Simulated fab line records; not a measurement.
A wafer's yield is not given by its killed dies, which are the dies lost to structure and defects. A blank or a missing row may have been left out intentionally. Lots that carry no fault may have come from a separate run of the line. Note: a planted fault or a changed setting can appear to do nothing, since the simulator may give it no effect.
The tool behind it: which one? | flow n5-finfet | Sampling: 12 lots, 36 wafers, 3 of 1938 route steps

== WHAT EACH GAUGE READ, for each wafer ==
N5_BEOL_M3_RS_MEAS_58: a four-point-probe measurement.
lot  | measured     | on            | M3_RS (ohm/sq)
L076 | day 8 08:21  | film-metro-01 | 0.71 0.70 0.73
L077 | day 8 10:04  | film-metro-01 | 0.64 0.72 0.65
L078 | day 8 16:37  | film-metro-02 | 0.67 0.69 0.68
L081 | day 9 16:30  | film-metro-01 | 0.66 0.69 0.63
L084 | day 10 03:04 | film-metro-01 | 0.66 0.64 0.64
L086 | day 11 07:06 | film-metro-02 | 0.68 0.64 0.68
L087 | day 11 07:42 | film-metro-02 | 0.70 0.72 0.69
L090 | day 11 11:25 | film-metro-02 | 0.72 0.70 0.69
L091 | day 11 15:35 | film-metro-02 | 0.69 0.65 0.60
L093 | day 12 19:04 | film-metro-01 | 0.66 0.65 0.61
L094 | day 12 21:08 | film-metro-01 | 0.69 0.64 0.65
L097 | day 14 06:05 | film-metro-02 | 0.69 0.65 0.69

== EACH LOT AND THE TOOL THAT RAN IT (in order: tool; ch and the chambers of the sampled wafers; start) ==
lot  | N5_BEOL_M3_ANNEAL_87         | N5_BEOL_M3_ANNEAL_95
L076 | pvd-sputter-02, day 8 06:17  | pvd-sputter-02, day 8 07:10
L077 | pvd-sputter-03, day 8 07:59  | pvd-sputter-03, day 8 08:52
L078 | pvd-sputter-01, day 8 14:33  | pvd-sputter-01, day 8 15:26
L081 | pvd-sputter-02, day 9 14:16  | pvd-sputter-02, day 9 15:08
L084 | pvd-sputter-02, day 10 00:58 | pvd-sputter-02, day 10 01:51
L086 | pvd-sputter-02, day 11 05:02 | pvd-sputter-02, day 11 05:55
L087 | pvd-sputter-01, day 11 05:20 | pvd-sputter-01, day 11 06:13
L090 | pvd-sputter-02, day 11 09:07 | pvd-sputter-02, day 11 09:59
L091 | pvd-sputter-01, day 11 13:31 | pvd-sputter-01, day 11 14:23
L093 | pvd-sputter-02, day 12 14:39 | pvd-sputter-02, day 12 15:32
L094 | pvd-sputter-02, day 12 17:42 | pvd-sputter-02, day 12 18:35
L097 | pvd-sputter-02, day 14 01:55 | pvd-sputter-02, day 14 02:47
- N5_BEOL_M3_ANNEAL_87: time 240 s.
- N5_BEOL_M3_ANNEAL_95: time 240 s.

== THE ANSWER, worked out from the rows above alone ==
Rule: usual is defined by the lots themselves. Put in order of their means at a reading, lots are off if they are a third of the lots or fewer, leave a main group of 4 or more, and stand apart from it by a gap of 3 or more times the standard deviation of the main group's means; of several such gaps the widest counts. A main group whose means are all the same, to the digits that the tables above print for the reading, isn't used. A lot without any number at a reading at which 4 lots or more have one is off too. All remaining lots with rows at the step are treated as sound.
Across all readings shown, no lot is off: no conclusion can be drawn from this.

== WHAT THE SIMULATOR HAD PUT IN ==
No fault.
